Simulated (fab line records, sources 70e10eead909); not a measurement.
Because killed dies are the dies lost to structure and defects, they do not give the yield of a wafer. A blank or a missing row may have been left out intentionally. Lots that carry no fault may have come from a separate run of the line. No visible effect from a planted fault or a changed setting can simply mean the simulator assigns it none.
fab line records	flow nand-harc
record: lots: 13	wafers: 39	last-day: 33
route steps=1302 shown A_STAIRCASE@842
lots that met no fault: from a run of the same line without faults
start-h: hours from the record's first day to the start of the lot's first wafer shown	wait-h: how many hours have passed since the lot's step before this one	" repeats the value in the row above	L1.1+2: a single row standing in for several wafers	- either no value or no given start	* or withheld: withheld	< > ~ a bound
route shown NAME@n: names a module that has steps shown in the file, with the first one's number in the route	usual: mean/standard deviation taken from wafers without a fault	same: alike in all rows	chamber/n: place in a boat	sites: each site's reading	_std_site: the values' standard deviation	_edge_site: the outer-site mean with the inner-site mean subtracted	radius-mm: for every site, how far away it sits from the centre of the wafer	mask NAME#n: copy n	behind: tool/chamber where the wafer was last shaped	hold: why the lot was held/for how many hours/how that ended	device: the n, p or np transistor that did not switch	end of line: the tests these same wafers got at the end of their route	a step with no rows: only its recipe	killed: not the wafer's yield, but the dies lost to structure and defects at the first sort	map: the dies of a wafer, with x for killed, . for not killed, _ for no die there
set.NAME: setting as actually run; set.NAME@STEP: the setting as run at that earlier step	model.NAME: the simulator's own value behind a step, which no gauge read
one table for each step of the route and one row for each wafer, over a sample of lots
services: when a tool's chamber went out of use (start-h, in hours from the record's first day, below 0 if earlier), for how many hours, and the reason
== steps ==
step: NHARC_A_STAIRCASE_ETCHBACK_416
recipe: target-depth-a: 360	time-s: 7.2	c4f8-flow-sccm: withheld	o2-flow-sccm: 8	ar-flow-sccm: withheld	rf-w: 600	bias-w: 800	chemistry: C4F8/O2/Ar
usual: bias-w: 800.1/2.5	chamber-pressure-mTorr: 25.000/0.023	oes-product-au: 0.930/0.022	rf-vpp-V: 725/5.2
lot.wafer	tool	chamber	start-h	wait-h	bias-w	chamber-pressure-mTorr	oes-product-au	rf-hours-counter-h	rf-vpp-V
L186.4	rie-diel-05	2	-	-	803.1	25.005	0.913	49	730
L186.1	"	3	"	"	798.3	24.975	0.934	51	726
L186.3	"	0	"	"	799.7	24.971	0.922	52	726
L188.2	rie-diel-03	0	-	-	800.5	24.981	0.929	36	717
L188.6	"	2	"	"	801.3	24.964	0.926	-	730
L188.5	"	3	"	"	803.7	24.995	0.919	-	730
L189.3	rie-diel-05	1	-	-	795.9	24.982	0.915	2	718
L189.2	"	0	"	"	802.6	25.010	0.916	2	726
L189.5	"	2	"	"	799.8	24.983	0.907	-	731
L196.4	rie-diel-03	2	-	-	800.8	24.998	0.940	16	729
L196.6	"	0	"	"	799.2	24.987	0.934	-	715
L196.5	"	1	"	"	799.2	24.991	0.923	-	731
L199.4	rie-diel-03	3	-	-	799.8	25.014	0.926	21	731
L199.2	"	0	"	"	797.4	25.011	0.932	18	715
L199.5	"	2	"	"	802.8	24.996	0.937	-	730
L201.3	rie-diel-07	3	-	-	797.6	24.979	0.932	17	727
L201.1	"	1	"	"	800.1	25.017	0.928	19	729
L201.5	"	3	"	"	801.9	24.975	0.921	-	725
L202.4	rie-diel-03	1	-	-	798.8	25.001	0.926	23	732
L202.1	"	2	"	"	799.7	25.010	0.936	24	730
L202.5	"	1	"	"	800.9	24.984	0.930	-	731
L203.2	rie-diel-05	3	-	-	800.3	24.965	0.933	43	723
L203.4	"	3	"	"	802.0	25.001	0.924	-	723
L203.5	"	2	"	"	804.9	24.989	0.915	-	728
L205.4	rie-diel-07	0	-	-	796.4	24.982	0.927	39	726
L205.1	"	2	"	"	802.3	24.982	0.922	41	715
L205.5	"	1	"	"	796.0	24.984	0.936	-	730
L207.3	rie-diel-05	0	-	-	799.9	24.979	0.998	0	727
L207.2	"	1	"	"	801.1	25.012	0.990	1	717
L207.6	"	2	"	"	799.4	24.984	0.997	-	729
L209.3	rie-diel-03	1	-	-	803.6	25.020	0.930	49	732
L209.4	"	1	"	"	799.8	24.980	0.926	-	730
L209.6	"	2	"	"	802.5	25.003	0.931	-	730
L206.4	rie-diel-07	3	-	-	797.7	25.000	0.936	46	724
L206.1	"	0	"	"	796.8	25.011	0.919	42	727
L206.2	"	2	"	"	798.6	25.022	0.932	45	716
L208.1	rie-diel-07	3	-	-	801.6	25.005	0.913	46	726
L208.6	"	0	"	"	798.2	25.032	0.930	-	726
L208.5	"	1	"	"	798.6	24.956	0.916	-	729
step: NHARC_A_STAIRCASE_ALD_420
recipe: target-thk-a: 200	pulse-time-s: 6	ald-cycles: 200	temp-c: 300	material: SiO2
usual: heater-power-w: 472/48	precursor-pulse-height-rel: 0.999/0.02
lot.wafer	tool	chamber	start-h	wait-h	heater-power-w	precursor-pulse-height-rel
L186.1	ald-hk-04	2	394.68	-	445	0.956
L186.4	"	0	"	"	501	0.968
L186.3	"	1	"	"	456	1.007
L188.2	ald-hk-02	3	417.12	-	486	1.003
L188.6	"	0	"	"	492	1.001
L188.5	"	1	"	"	530	1.040
L189.3	ald-hk-02	0	423.76	0.3	483	1.032
L189.2	"	1	"	"	524	0.972
L189.5	"	3	"	"	497	0.987
L196.4	ald-hk-04	2	510.99	-	457	0.988
L196.5	"	1	"	"	406	1.027
L196.6	"	2	"	"	459	0.995
L199.4	ald-hk-02	2	523.59	-	501	0.986
L199.2	"	1	"	"	538	1.010
L199.5	"	3	"	"	500	0.990
L201.3	ald-hk-03	3	533.42	-	485	1.001
L201.1	"	0	"	"	388	0.996
L201.5	"	3	"	"	499	0.993
L202.1	ald-hk-02	1	552.36	-	533	0.972
L202.4	"	2	"	"	514	1.022
L202.5	"	2	"	"	513	0.988
L203.4	ald-hk-04	3	558.53	0.4	424	1.000
L203.2	"	0	"	"	515	0.998
L203.5	"	1	"	"	417	1.014
L205.4	ald-hk-03	2	595.02	-	478	0.999
L205.1	"	3	"	"	445	1.003
L205.5	"	0	"	"	395	1.019
L207.3	ald-hk-04	0	600.02	-	505	0.980
L207.2	"	3	"	"	423	0.978
L207.6	"	0	"	"	505	1.016
L209.4	ald-hk-02	1	607.46	-	523	0.996
L209.3	"	2	"	"	512	0.967
L209.6	"	1	"	"	533	0.989
L206.1	ald-hk-03	1	612.22	-	570	0.983
L206.4	"	2	"	"	484	0.995
L206.2	"	0	"	"	396	0.961
L208.1	ald-hk-03	2	619.10	-	476	0.979
L208.6	"	0	"	"	394	1.018
L208.5	"	1	"	"	565	0.982
step: NHARC_A_STAIRCASE_DEP_322
recipe: target-thk-a: 72000	temp-c: 400	target-thk-nm: 7200	teos-flow-sccm: 200	rf-w: 500	material: SiO2
usual: heater-power-w: 660/84	mfc-precursor-sccm: 200.1/0.61
lot.wafer	tool	chamber	start-h	wait-h	heater-power-w	mfc-precursor-sccm
L186.1	pecvd-04	2	417.96	0.1	779	200.2
L186.3	"	1	"	"	668	199.3
L186.4	"	1	"	"	542	200.4
L188.2	pecvd-02	2	432.59	0.1	627	200.5
L188.5	"	2	"	"	593	200.6
L188.6	"	1	"	"	591	200.7
L189.2	pecvd-04	0	439.56	0.1	685	201.3
L189.3	"	1	"	"	670	200.7
L189.5	"	1	"	"	550	201.2
L196.5	pecvd-04	0	527.36	0.4	564	200.8
L196.4	"	1	"	"	620	199.7
L196.6	"	2	"	"	606	199.9
L199.2	pecvd-04	2	538.98	0.2	614	200.9
L199.4	"	1	"	"	623	199.3
L199.5	"	0	"	"	566	201.3
L201.1	pecvd-02	2	548.80	0.2	615	200.3
L201.3	"	0	"	"	759	200.1
L201.5	"	0	"	"	742	200.9
L202.1	pecvd-04	0	568.71	0.1	669	199.7
L202.4	"	0	"	"	566	199.4
L202.5	"	1	"	"	630	200.4
L203.2	pecvd-02	0	568.84	0.3	785	200.0
L203.4	"	2	"	"	608	201.1
L203.5	"	0	"	"	741	199.9
L205.1	pecvd-02	0	610.69	0.1	832	200.1
L205.4	"	1	"	"	601	200.4
L205.5	"	0	"	"	693	200.4
L207.2	pecvd-04	2	618.09	0.1	662	200.1
L207.3	"	0	"	"	606	200.3
L207.6	"	1	"	"	630	199.2
L209.3	pecvd-02	0	624.97	0.1	723	199.7
L209.4	"	1	"	"	607	200.0
L209.6	"	2	"	"	616	201.1
L206.1	pecvd-04	2	629.82	0.2	682	200.3
L206.2	"	0	"	"	671	199.5
L206.4	"	2	"	"	611	200.0
L208.1	pecvd-02	1	638.93	0.2	737	200.2
L208.6	"	1	"	"	609	199.5
L208.5	"	2	"	"	615	199.7
step: NHARC_A_STAIRCASE_DEP_325
recipe: target-thk-a: 72000	temp-c: 400	target-thk-nm: 7200	teos-flow-sccm: 200	rf-w: 500	material: SiO2
usual: heater-power-w: 654/86	mfc-precursor-sccm: 200.0/0.62
lot.wafer	tool	chamber	start-h	wait-h	heater-power-w	mfc-precursor-sccm
L186.1	pecvd-03	0	428.13	0.1	770	200.1
L186.3	"	1	"	"	717	200.5
L186.4	"	0	"	"	697	200.4
L188.2	pecvd-02	0	439.85	0.2	760	199.5
L188.6	"	2	"	"	592	200.4
L188.5	"	0	"	"	717	199.8
L189.3	pecvd-03	2	447.65	0.1	602	199.8
L189.2	"	0	"	"	774	200.8
L189.5	"	2	"	"	459	200.0
L196.6	pecvd-02	0	537.42	0.3	731	342.9
L196.4	"	1	"	"	600	342.7
L196.5	"	2	"	"	610	342.5
L199.2	pecvd-02	0	546.75	0.1	820	343.9
L199.4	"	0	"	"	726	343.0
L199.5	"	2	"	"	612	343.3
L201.1	pecvd-04	0	557.62	0.2	683	199.0
L201.3	"	1	"	"	777	200.2
L201.5	"	0	"	"	559	199.5
L203.2	pecvd-03	2	579.71	0.2	596	200.4
L203.4	"	1	"	"	567	200.7
L203.5	"	2	"	"	502	199.5
L202.1	pecvd-04	0	579.71	0.2	629	200.7
L202.5	"	2	"	"	607	199.4
L202.4	"	0	"	"	577	201.0
L205.1	pecvd-03	2	619.26	0.1	555	199.6
L205.4	"	0	"	"	665	199.4
L205.5	"	1	"	"	559	199.3
L207.2	pecvd-04	0	626.08	0.1	605	200.8
L207.3	"	2	"	"	632	200.7
L207.6	"	1	"	"	623	200.3
L209.3	pecvd-02	2	634.68	0.1	695	199.7
L209.4	"	2	"	"	634	200.5
L209.6	"	1	"	"	628	200.1
L206.1	pecvd-03	1	634.68	0.1	722	199.9
L206.2	"	0	"	"	783	200.5
L206.4	"	1	"	"	581	200.0
L208.1	pecvd-04	0	646.16	0.1	734	199.5
L208.5	"	0	"	"	591	200.1
L208.6	"	1	"	"	587	201.3
== services ==
tool	chamber	start-h	hours	kind
pecvd-03	-	366.27	13.0	pm
pecvd-04	2	370.96	2.1	repair
rie-diel-05	2	371.79	6.8	repair
pecvd-03	0	395.39	3.3	repair
pecvd-02	-	408.00	13.0	pm
rie-diel-03	3	414.78	10.4	repair
pecvd-04	-	450.57	13.0	pm
rie-diel-03	-	458.30	9.0	pm
rie-diel-03	1	477.21	2.8	repair
pecvd-04	-	479.32	0.7	repair
rie-diel-03	0	492.39	3.5	repair
ald-hk-02	-	531.72	10.0	pm
rie-diel-03	-	537.05	0.6	repair
pecvd-04	-	540.64	0.4	repair
pecvd-03	-	547.31	13.0	pm
ald-hk-02	-	549.08	0.8	repair
rie-diel-03	0	568.97	94.2	repair
pecvd-03	1	583.51	1.9	repair
pecvd-03	0	585.76	6.9	repair
pecvd-02	-	589.00	13.0	pm
pecvd-02	2	608.65	5.5	repair
pecvd-04	-	631.57	13.0	pm
rie-diel-03	-	635.31	9.0	pm
pecvd-03	-	635.97	0.7	repair
== key ==
first-sign: step: NHARC_A_STAIRCASE_DEP_325	reading: mfc-precursor-sccm	direction: up	sigmas: 99+	usual: 200.0	struck: 343.1
effect none on later readings
met-at NHARC_A_STAIRCASE_DEP_325
struck-lots L196,L199
tester-left-out L196,L199
not-acting-at NHARC_A_STAIRCASE_ETCHBACK_416,NHARC_A_STAIRCASE_ALD_420,NHARC_A_STAIRCASE_DEP_322
onset-between 439.85 537.42
fault: kind: process-parameter-drift	tool: pecvd-02	chamber: -	onset-h: 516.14	steps: NHARC_A_STAIRCASE_DEP_325	channel: teos-flow-sccm	offset: *	shape: step	end-h: 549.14	acts-in: *	stated: *
tester-left-out: of these lots the tester's yield and bins aren't shown, on N5 and GAA mostly nor the transistor test; their killed dies are dies lost to structure and defects alone, not to doping, threshold or leakage, so they don't give the yield
